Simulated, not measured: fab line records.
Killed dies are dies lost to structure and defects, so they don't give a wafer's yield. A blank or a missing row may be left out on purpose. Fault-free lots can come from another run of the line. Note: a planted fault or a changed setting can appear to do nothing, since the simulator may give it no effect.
Which tool did it? / flow nandHarc / Sampling: 24 lots, 72 wafers, 5 of 1302 route steps

WHAT THE GAUGES SHOWED, per wafer
NHARC_A_BONDPAD_THK_MEAS_30: measures by ellipsometry.
lot=L076; measured=day 23 07:26; on=filmMetro-01; thkNm (nm)=199.3 200.4 202.6
lot=L075; measured=day 23 09:11; on=filmMetro-02; thkNm (nm)=202.7 205.4 203.4
lot=L074; measured=day 23 13:23; on=filmMetro-01; thkNm (nm)=197.9 202.2 200.8
lot=L079; measured=day 25 16:31; on=filmMetro-02; thkNm (nm)=198.7 201.8 203.6
lot=L078; measured=day 25 19:23; on=filmMetro-02; thkNm (nm)=202.1 202.6 198.1
lot=L081; measured=day 26 00:22; on=filmMetro-02; thkNm (nm)=198.4 200.1 199.6
lot=L077; measured=day 26 00:49; on=filmMetro-01; thkNm (nm)=200.9 199.6 200.7
lot=L080; measured=day 26 02:02; on=filmMetro-02; thkNm (nm)=197.6 198.5 196.5
lot=L082; measured=day 26 11:58; on=filmMetro-01; thkNm (nm)=199.4 198.0 198.8
lot=L083; measured=day 27 02:19; on=filmMetro-02; thkNm (nm)=200.1 197.7 201.6
lot=L084; measured=day 27 20:02; on=filmMetro-02; thkNm (nm)=201.4 200.1 198.3
lot=L085; measured=day 28 10:12; on=filmMetro-01; thkNm (nm)=200.7 198.3 197.9
lot=L088; measured=day 29 00:07; on=filmMetro-02; thkNm (nm)=198.0 199.5 200.1
lot=L087; measured=day 29 03:49; on=filmMetro-01; thkNm (nm)=196.8 196.9 199.7
lot=L089; measured=day 29 06:15; on=filmMetro-02; thkNm (nm)=201.4 201.3 202.6
lot=L086; measured=day 29 08:55; on=filmMetro-01; thkNm (nm)=197.6 203.6 204.6
lot=L090; measured=day 29 12:52; on=filmMetro-01; thkNm (nm)=199.1 199.6 199.5
lot=L092; measured=day 30 03:56; on=filmMetro-02; thkNm (nm)=201.0 198.1 197.2
lot=L091; measured=day 30 15:01; on=filmMetro-01; thkNm (nm)=202.7 201.3 199.4
lot=L094; measured=day 30 21:13; on=filmMetro-02; thkNm (nm)=198.4 202.3 200.7
lot=L093; measured=day 31 01:14; on=filmMetro-02; thkNm (nm)=201.6 201.4 200.7
lot=L095; measured=day 32 09:19; on=filmMetro-02; thkNm (nm)=201.2 197.0 202.4
lot=L096; measured=day 32 10:38; on=filmMetro-02; thkNm (nm)=200.3 201.0 201.3
lot=L097; measured=day 32 19:26; on=filmMetro-02; thkNm (nm)=202.5 198.4 202.3

NHARC_A_BONDPAD_OVL_MEAS_35.
lot=L076; measured=day 23 08:07; on=overlay-02; overlayXNm (nm)=5 4 5; overlayYNm (nm)=-1 0 0
lot=L075; measured=day 23 09:50; on=overlay-02; overlayXNm (nm)=-3 -3 -3; overlayYNm (nm)=0 1 1
lot=L074; measured=day 23 14:02; on=overlay-01; overlayXNm (nm)=5 6 5; overlayYNm (nm)=4 4 4
lot=L079; measured=day 25 17:03; on=overlay-02; overlayXNm (nm)=-1 -1 -1; overlayYNm (nm)=2 2 2
lot=L078; measured=day 25 19:55; on=overlay-01; overlayXNm (nm)=1 1 0; overlayYNm (nm)=5 4 4
lot=L081; measured=day 26 01:01; on=overlay-02; overlayXNm (nm)=1 1 0; overlayYNm (nm)=0 1 0
lot=L077; measured=day 26 01:28; on=overlay-01; overlayXNm (nm)=-1 -2 -1; overlayYNm (nm)=-7 -7 -7
lot=L080; measured=day 26 02:34; on=overlay-01; overlayXNm (nm)=0 1 0; overlayYNm (nm)=-2 -3 -3
lot=L082; measured=day 26 12:37; on=overlay-01; overlayXNm (nm)=-2 -1 -2; overlayYNm (nm)=4 4 5
lot=L083; measured=day 27 02:58; on=overlay-02; overlayXNm (nm)=2 2 2; overlayYNm (nm)=-3 -3 -2
lot=L084; measured=day 27 20:41; on=overlay-01; overlayXNm (nm)=5 5 4; overlayYNm (nm)=2 2 3
lot=L085; measured=day 28 10:51; on=overlay-02; overlayXNm (nm)=5 5 5; overlayYNm (nm)=1 1 1
lot=L088; measured=day 29 00:39; on=overlay-02; overlayXNm (nm)=1 1 1; overlayYNm (nm)=4 3 3
lot=L087; measured=day 29 04:21; on=overlay-02; overlayXNm (nm)=9 9 10; overlayYNm (nm)=6 7 7
lot=L089; measured=day 29 06:54; on=overlay-02; overlayXNm (nm)=7 8 8; overlayYNm (nm)=19 19 19
lot=L086; measured=day 29 09:34; on=overlay-02; overlayXNm (nm)=0 1 1; overlayYNm (nm)=-2 -2 -2
lot=L090; measured=day 29 13:31; on=overlay-01; overlayXNm (nm)=3 3 2; overlayYNm (nm)=-7 -6 -7
lot=L092; measured=day 30 04:28; on=overlay-01; overlayXNm (nm)=2 2 3; overlayYNm (nm)=-10 -10 -10
lot=L091; measured=day 30 15:41; on=overlay-02; overlayXNm (nm)=1 1 1; overlayYNm (nm)=5 5 6
lot=L094; measured=day 30 21:45; on=overlay-02; overlayXNm (nm)=0 0 0; overlayYNm (nm)=1 0 0
lot=L093; measured=day 31 01:46; on=overlay-02; overlayXNm (nm)=-4 -4 -4; overlayYNm (nm)=4 3 4
lot=L095; measured=day 32 09:58; on=overlay-02; overlayXNm (nm)=4 3 4; overlayYNm (nm)=-6 -6 -7
lot=L096; measured=day 32 11:11; on=overlay-02; overlayXNm (nm)=-2 -2 -2; overlayYNm (nm)=7 7 7
lot=L097; measured=day 32 20:05; on=overlay-02; overlayXNm (nm)=3 3 2; overlayYNm (nm)=3 3 3

WHAT TOOL EACH LOT RAN ON (gives the tool, then ch and the chambers of the sampled wafers, and finally the start)
lot=L076; NHARC_A_BLC_STRIP_29=rieDiel-10 ch 0,1,2, day 22 20:13; NHARC_A_BLC_CMP_25=cmp-01 ch 1,2, day 22 21:43; NHARC_A_M0_PRE_CLEAN_31=pecvd-04 ch 1,2, day 23 01:59
lot=L075; NHARC_A_BLC_STRIP_29=rieDiel-04 ch 1,3, day 22 21:55; NHARC_A_BLC_CMP_25=cmp-04 ch 0,1,2, day 22 23:41; NHARC_A_M0_PRE_CLEAN_31=pecvd-03 ch 0,1,2, day 23 03:38
lot=L074; NHARC_A_BLC_STRIP_29=rieDiel-10 ch 0,1, day 23 02:10; NHARC_A_BLC_CMP_25=cmp-04 ch 0,1,2, day 23 03:55; NHARC_A_M0_PRE_CLEAN_31=pecvd-01 ch 1,2, day 23 07:57
lot=L079; NHARC_A_BLC_STRIP_29=rieDiel-10 ch 0,2,3, day 25 05:31; NHARC_A_BLC_CMP_25=cmp-04 ch 0,1, day 25 07:02; NHARC_A_M0_PRE_CLEAN_31=pecvd-04 ch 1,2, day 25 11:05
lot=L078; NHARC_A_BLC_STRIP_29=rieDiel-10 ch 0,3, day 25 08:23; NHARC_A_BLC_CMP_25=cmp-04 ch 0,2,3, day 25 09:53; NHARC_A_M0_PRE_CLEAN_31=pecvd-04 ch 0,1, day 25 13:59
lot=L081; NHARC_A_BLC_STRIP_29=rieDiel-03 ch 0,1,3, day 25 13:03; NHARC_A_BLC_CMP_25=cmp-04 ch 1,2,3, day 25 14:37; NHARC_A_M0_PRE_CLEAN_31=pecvd-01 ch 0,1,2, day 25 18:40
lot=L077; NHARC_A_BLC_STRIP_29=rieDiel-03 ch 1,2,3, day 25 13:59; NHARC_A_BLC_CMP_25=cmp-01 ch 0,1,3, day 25 15:31; NHARC_A_M0_PRE_CLEAN_31=pecvd-03 ch 0,1,2, day 25 19:25
lot=L080; NHARC_A_BLC_STRIP_29=rieDiel-03 ch 1,2, day 25 15:03; NHARC_A_BLC_CMP_25=cmp-01 ch 1,2,3, day 25 16:38; NHARC_A_M0_PRE_CLEAN_31=pecvd-03 ch 0,1,2, day 25 20:39
lot=L082; NHARC_A_BLC_STRIP_29=rieDiel-04 ch 2,3, day 26 00:56; NHARC_A_BLC_CMP_25=cmp-03 ch 1,2, day 26 02:28; NHARC_A_M0_PRE_CLEAN_31=pecvd-04 ch 0,1,2, day 26 06:29
lot=L083; NHARC_A_BLC_STRIP_29=rieDiel-10 ch 1,2,3, day 26 15:24; NHARC_A_BLC_CMP_25=cmp-04 ch 0,1,3, day 26 16:53; NHARC_A_M0_PRE_CLEAN_31=pecvd-03 ch 0,2, day 26 20:52
lot=L084; NHARC_A_BLC_STRIP_29=rieDiel-04 ch 0,3, day 27 09:04; NHARC_A_BLC_CMP_25=cmp-01 ch 0,1,2, day 27 10:39; NHARC_A_M0_PRE_CLEAN_31=pecvd-01 ch 0,1,2, day 27 14:38
lot=L085; NHARC_A_BLC_STRIP_29=rieDiel-04 ch 0,2,3, day 27 23:24; NHARC_A_BLC_CMP_25=cmp-01 ch 2,3, day 28 00:53; NHARC_A_M0_PRE_CLEAN_31=pecvd-01 ch 0,2, day 28 04:53
lot=L088; NHARC_A_BLC_STRIP_29=rieDiel-10 ch 1,2,3, day 28 13:06; NHARC_A_BLC_CMP_25=cmp-01 ch 1,3, day 28 14:35; NHARC_A_M0_PRE_CLEAN_31=pecvd-03 ch 1,2, day 28 18:41
lot=L087; NHARC_A_BLC_STRIP_29=rieDiel-04 ch 0,1,3, day 28 16:59; NHARC_A_BLC_CMP_25=cmp-01 ch 1,2, day 28 18:29; NHARC_A_M0_PRE_CLEAN_31=pecvd-04 ch 0,1,2, day 28 22:32
lot=L089; NHARC_A_BLC_STRIP_29=rieDiel-04 ch 1,3, day 28 19:17; NHARC_A_BLC_CMP_25=cmp-04 ch 2,3, day 28 20:47; NHARC_A_M0_PRE_CLEAN_31=pecvd-01 ch 1,2, day 29 00:49
lot=L086; NHARC_A_BLC_STRIP_29=rieDiel-04 ch 0,2, day 28 21:51; NHARC_A_BLC_CMP_25=cmp-04 ch 1,3, day 28 23:22; NHARC_A_M0_PRE_CLEAN_31=pecvd-01 ch 0,1, day 29 03:28
lot=L090; NHARC_A_BLC_STRIP_29=rieDiel-03 ch 0,1, day 29 01:41; NHARC_A_BLC_CMP_25=cmp-01 ch 0,1,3, day 29 03:12; NHARC_A_M0_PRE_CLEAN_31=pecvd-01 ch 0,1, day 29 07:14
lot=L092; NHARC_A_BLC_STRIP_29=rieDiel-10 ch 0,2,3, day 29 16:49; NHARC_A_BLC_CMP_25=cmp-03 ch 2,3, day 29 18:19; NHARC_A_M0_PRE_CLEAN_31=pecvd-03 ch 0,2, day 29 22:20
lot=L091; NHARC_A_BLC_STRIP_29=rieDiel-10 ch 2,3, day 30 04:01; NHARC_A_BLC_CMP_25=cmp-03 ch 0,1, day 30 05:33; NHARC_A_M0_PRE_CLEAN_31=pecvd-03 ch 1,2, day 30 09:37
lot=L094; NHARC_A_BLC_STRIP_29=rieDiel-04 ch 1,2,3, day 30 09:58; NHARC_A_BLC_CMP_25=cmp-03 ch 1,2, day 30 11:29; NHARC_A_M0_PRE_CLEAN_31=pecvd-04 ch 0,2, day 30 15:32
lot=L093; NHARC_A_BLC_STRIP_29=rieDiel-03 ch 0,2,3, day 30 14:19; NHARC_A_BLC_CMP_25=cmp-01 ch 0,3, day 30 15:53; NHARC_A_M0_PRE_CLEAN_31=pecvd-04 ch 0,2, day 30 19:48
lot=L095; NHARC_A_BLC_STRIP_29=rieDiel-04 ch 1,2, day 31 20:19; NHARC_A_BLC_CMP_25=cmp-03 ch 0,1,2, day 31 21:53; NHARC_A_M0_PRE_CLEAN_31=pecvd-01 ch 0,1,2, day 32 01:55
lot=L096; NHARC_A_BLC_STRIP_29=rieDiel-04 ch 0,3, day 31 21:53; NHARC_A_BLC_CMP_25=cmp-01 ch 0,1, day 31 23:23; NHARC_A_M0_PRE_CLEAN_31=pecvd-01 ch 1,2, day 32 03:26
lot=L097; NHARC_A_BLC_STRIP_29=rieDiel-04 ch 0,1,3, day 32 05:51; NHARC_A_BLC_CMP_25=cmp-04 ch 0,1,2, day 32 07:20; NHARC_A_M0_PRE_CLEAN_31=pecvd-01 ch 0,2, day 32 13:43
- NHARC_A_BLC_STRIP_29: strips in CF4.
- NHARC_A_BLC_CMP_25: polishes, t overpolish 30 s, target thk 150 nm.
- NHARC_A_M0_PRE_CLEAN_31: time 12 s.

AS READ BY THE TOOLS THEMSELVES (means over the sampled wafers that have a number; for cases with no such wafer, the mark the record gives instead)
NHARC_A_BLC_STRIP_29.
lot=L076; tool=rieDiel-10; drypumpMotorCurrentA (A)=5.4; oesProductAu (a.u.)=0.999; rfVppV (V)=59.5; showerheadPlenumPTorr (Torr)=1.79; throttleValvePct (%)=13.283
lot=L075; tool=rieDiel-04; drypumpMotorCurrentA (A)=5.7; oesProductAu (a.u.)=0.993; rfVppV (V)=59.4; showerheadPlenumPTorr (Torr)=1.72; throttleValvePct (%)=13.288
lot=L074; tool=rieDiel-10; drypumpMotorCurrentA (A)=5.4; oesProductAu (a.u.)=1.008; rfVppV (V)=58.2; showerheadPlenumPTorr (Torr)=1.74; throttleValvePct (%)=13.291
lot=L079; tool=rieDiel-10; drypumpMotorCurrentA (A)=5.5; oesProductAu (a.u.)=0.999; rfVppV (V)=59.1; showerheadPlenumPTorr (Torr)=1.78; throttleValvePct (%)=13.278
lot=L078; tool=rieDiel-10; drypumpMotorCurrentA (A)=5.5; oesProductAu (a.u.)=1.004; rfVppV (V)=59.1; showerheadPlenumPTorr (Torr)=1.73; throttleValvePct (%)=13.284
lot=L081; tool=rieDiel-03; drypumpMotorCurrentA (A)=5.7; oesProductAu (a.u.)=1.010; rfVppV (V)=59.9; showerheadPlenumPTorr (Torr)=1.78; throttleValvePct (%)=13.287
lot=L077; tool=rieDiel-03; drypumpMotorCurrentA (A)=5.8; oesProductAu (a.u.)=1.002; rfVppV (V)=58.8; showerheadPlenumPTorr (Torr)=1.70; throttleValvePct (%)=13.278
lot=L080; tool=rieDiel-03; drypumpMotorCurrentA (A)=5.9; oesProductAu (a.u.)=1.004; rfVppV (V)=59.0; showerheadPlenumPTorr (Torr)=1.73; throttleValvePct (%)=13.285
lot=L082; tool=rieDiel-04; drypumpMotorCurrentA (A)=5.6; oesProductAu (a.u.)=1.009; rfVppV (V)=58.9; showerheadPlenumPTorr (Torr)=1.72; throttleValvePct (%)=13.293
lot=L083; tool=rieDiel-10; drypumpMotorCurrentA (A)=5.8; oesProductAu (a.u.)=0.990; rfVppV (V)=58.8; showerheadPlenumPTorr (Torr)=1.78; throttleValvePct (%)=13.298
lot=L084; tool=rieDiel-04; drypumpMotorCurrentA (A)=5.6; oesProductAu (a.u.)=1.011; rfVppV (V)=59.6; showerheadPlenumPTorr (Torr)=1.73; throttleValvePct (%)=13.286
lot=L085; tool=rieDiel-04; drypumpMotorCurrentA (A)=5.5; oesProductAu (a.u.)=1.001; rfVppV (V)=59.6; showerheadPlenumPTorr (Torr)=1.75; throttleValvePct (%)=13.290
lot=L088; tool=rieDiel-10; drypumpMotorCurrentA (A)=5.8; oesProductAu (a.u.)=0.993; rfVppV (V)=59.5; showerheadPlenumPTorr (Torr)=1.78; throttleValvePct (%)=13.282
lot=L087; tool=rieDiel-04; drypumpMotorCurrentA (A)=5.6; oesProductAu (a.u.)=1.011; rfVppV (V)=60.4; showerheadPlenumPTorr (Torr)=1.75; throttleValvePct (%)=13.289
lot=L089; tool=rieDiel-04; drypumpMotorCurrentA (A)=5.7; oesProductAu (a.u.)=1.017; rfVppV (V)=59.7; showerheadPlenumPTorr (Torr)=1.72; throttleValvePct (%)=13.287
lot=L086; tool=rieDiel-04; drypumpMotorCurrentA (A)=5.2; oesProductAu (a.u.)=1.006; rfVppV (V)=58.7; showerheadPlenumPTorr (Torr)=1.79; throttleValvePct (%)=13.286
lot=L090; tool=rieDiel-03; drypumpMotorCurrentA (A)=5.8; oesProductAu (a.u.)=1.025; rfVppV (V)=59.4; showerheadPlenumPTorr (Torr)=1.80; throttleValvePct (%)=13.288
lot=L092; tool=rieDiel-10; drypumpMotorCurrentA (A)=5.5; oesProductAu (a.u.)=0.993; rfVppV (V)=59.5; showerheadPlenumPTorr (Torr)=1.78; throttleValvePct (%)=13.288
lot=L091; tool=rieDiel-10; drypumpMotorCurrentA (A)=6.0; oesProductAu (a.u.)=0.994; rfVppV (V)=59.2; showerheadPlenumPTorr (Torr)=1.76; throttleValvePct (%)=13.287
lot=L094; tool=rieDiel-04; drypumpMotorCurrentA (A)=5.4; oesProductAu (a.u.)=1.011; rfVppV (V)=59.6; showerheadPlenumPTorr (Torr)=1.76; throttleValvePct (%)=13.286
lot=L093; tool=rieDiel-03; drypumpMotorCurrentA (A)=5.9; oesProductAu (a.u.)=0.988; rfVppV (V)=60.5; showerheadPlenumPTorr (Torr)=1.74; throttleValvePct (%)=13.288
lot=L095; tool=rieDiel-04; drypumpMotorCurrentA (A)=5.2; oesProductAu (a.u.)=0.996; rfVppV (V)=59.8; showerheadPlenumPTorr (Torr)=1.80; throttleValvePct (%)=13.272
lot=L096; tool=rieDiel-04; drypumpMotorCurrentA (A)=5.6; oesProductAu (a.u.)=1.015; rfVppV (V)=59.6; showerheadPlenumPTorr (Torr)=1.73; throttleValvePct (%)=13.280
lot=L097; tool=rieDiel-04; drypumpMotorCurrentA (A)=5.6; oesProductAu (a.u.)=1.002; rfVppV (V)=59.6; showerheadPlenumPTorr (Torr)=1.75; throttleValvePct (%)=13.281

NHARC_A_BLC_CMP_25.
lot=L076; tool=cmp-01; motorCurrentA (A)=12.4; overpolishRunS (s)=30.002; timeToEndpointS (s)=25
lot=L075; tool=cmp-04; motorCurrentA (A)=13.1; overpolishRunS (s)=30.000; timeToEndpointS (s)=30
lot=L074; tool=cmp-04; motorCurrentA (A)=13.1; overpolishRunS (s)=30.001; timeToEndpointS (s)=30
lot=L079; tool=cmp-04; motorCurrentA (A)=12.4; overpolishRunS (s)=30.004; timeToEndpointS (s)=29
lot=L078; tool=cmp-04; motorCurrentA (A)=12.7; overpolishRunS (s)=30.010; timeToEndpointS (s)=29
lot=L081; tool=cmp-04; motorCurrentA (A)=13.1; overpolishRunS (s)=30.000; timeToEndpointS (s)=28
lot=L077; tool=cmp-01; motorCurrentA (A)=11.9; overpolishRunS (s)=29.999; timeToEndpointS (s)=29
lot=L080; tool=cmp-01; motorCurrentA (A)=12.0; overpolishRunS (s)=30.000; timeToEndpointS (s)=29
lot=L082; tool=cmp-03; motorCurrentA (A)=11.2; overpolishRunS (s)=30.001; timeToEndpointS (s)=27
lot=L083; tool=cmp-04; motorCurrentA (A)=11.9; overpolishRunS (s)=29.989; timeToEndpointS (s)=30
lot=L084; tool=cmp-01; motorCurrentA (A)=12.0; overpolishRunS (s)=30.011; timeToEndpointS (s)=25
lot=L085; tool=cmp-01; motorCurrentA (A)=11.7; overpolishRunS (s)=30.000; timeToEndpointS (s)=29
lot=L088; tool=cmp-01; motorCurrentA (A)=11.9; overpolishRunS (s)=30.000; timeToEndpointS (s)=32
lot=L087; tool=cmp-01; motorCurrentA (A)=12.1; overpolishRunS (s)=29.999; timeToEndpointS (s)=27
lot=L089; tool=cmp-04; motorCurrentA (A)=12.8; overpolishRunS (s)=29.993; timeToEndpointS (s)=26
lot=L086; tool=cmp-04; motorCurrentA (A)=12.8; overpolishRunS (s)=29.992; timeToEndpointS (s)=29
lot=L090; tool=cmp-01; motorCurrentA (A)=11.8; overpolishRunS (s)=29.999; timeToEndpointS (s)=31
lot=L092; tool=cmp-03; motorCurrentA (A)=12.1; overpolishRunS (s)=29.997; timeToEndpointS (s)=28
lot=L091; tool=cmp-03; motorCurrentA (A)=11.3; overpolishRunS (s)=30.006; timeToEndpointS (s)=27
lot=L094; tool=cmp-03; motorCurrentA (A)=11.2; overpolishRunS (s)=30.009; timeToEndpointS (s)=25
lot=L093; tool=cmp-01; motorCurrentA (A)=11.5; overpolishRunS (s)=29.991; timeToEndpointS (s)=34
lot=L095; tool=cmp-03; motorCurrentA (A)=11.8; overpolishRunS (s)=29.994; timeToEndpointS (s)=30
lot=L096; tool=cmp-01; motorCurrentA (A)=11.9; overpolishRunS (s)=29.994; timeToEndpointS (s)=27
lot=L097; tool=cmp-04; motorCurrentA (A)=13.2; overpolishRunS (s)=29.993; timeToEndpointS (s)=31

NHARC_A_M0_PRE_CLEAN_31.
lot=L076; tool=pecvd-04; heaterPowerOuterW (W)=459; heaterPowerW (W)=812
lot=L075; tool=pecvd-03; heaterPowerOuterW (W)=398; heaterPowerW (W)=671
lot=L074; tool=pecvd-01; heaterPowerOuterW (W)=389; heaterPowerW (W)=692
lot=L079; tool=pecvd-04; heaterPowerOuterW (W)=403; heaterPowerW (W)=733
lot=L078; tool=pecvd-04; heaterPowerOuterW (W)=373; heaterPowerW (W)=717
lot=L081; tool=pecvd-01; heaterPowerOuterW (W)=362; heaterPowerW (W)=652
lot=L077; tool=pecvd-03; heaterPowerOuterW (W)=352; heaterPowerW (W)=623
lot=L080; tool=pecvd-03; heaterPowerOuterW (W)=363; heaterPowerW (W)=628
lot=L082; tool=pecvd-04; heaterPowerOuterW (W)=373; heaterPowerW (W)=701
lot=L083; tool=pecvd-03; heaterPowerOuterW (W)=352; heaterPowerW (W)=589
lot=L084; tool=pecvd-01; heaterPowerOuterW (W)=349; heaterPowerW (W)=629
lot=L085; tool=pecvd-01; heaterPowerOuterW (W)=317; heaterPowerW (W)=576
lot=L088; tool=pecvd-03; heaterPowerOuterW (W)=332; heaterPowerW (W)=608
lot=L087; tool=pecvd-04; heaterPowerOuterW (W)=383; heaterPowerW (W)=697
lot=L089; tool=pecvd-01; heaterPowerOuterW (W)=377; heaterPowerW (W)=687
lot=L086; tool=pecvd-01; heaterPowerOuterW (W)=364; heaterPowerW (W)=664
lot=L090; tool=pecvd-01; heaterPowerOuterW (W)=372; heaterPowerW (W)=673
lot=L092; tool=pecvd-03; heaterPowerOuterW (W)=336; heaterPowerW (W)=586
lot=L091; tool=pecvd-03; heaterPowerOuterW (W)=328; heaterPowerW (W)=596
lot=L094; tool=pecvd-04; heaterPowerOuterW (W)=393; heaterPowerW (W)=715
lot=L093; tool=pecvd-04; heaterPowerOuterW (W)=385; heaterPowerW (W)=676
lot=L095; tool=pecvd-01; heaterPowerOuterW (W)=337; heaterPowerW (W)=614
lot=L096; tool=pecvd-01; heaterPowerOuterW (W)=357; heaterPowerW (W)=645
lot=L097; tool=pecvd-01; heaterPowerOuterW (W)=325; heaterPowerW (W)=600

THE ANSWER, worked out from the rows above alone
Rule: what is usual is taken from the lots themselves. Put in order of their means at a reading, lots are off if they are a third of the lots or fewer, leave a main group of 4 or more, and stand apart from it by a gap of 3 or more times the standard deviation of the main group's means; of several such gaps the widest counts. If all means in a main group match to the digits the tables above print for the reading, that group is not used. Also off: a lot with no number at a reading for which 4 or more lots have one. Any other lot the step has rows for is counted as sound. Order of review: gauges by route order, followed by the tools' own readings, for which a lot's mean as printed above is used. The first step at which some lot is off is used, and at that step the reading that is off furthest; a lot without a number counts as furthest.
Nothing can be told from this: no lot is off at any reading shown.

WHAT WAS PUT IN BY THE SIMULATOR
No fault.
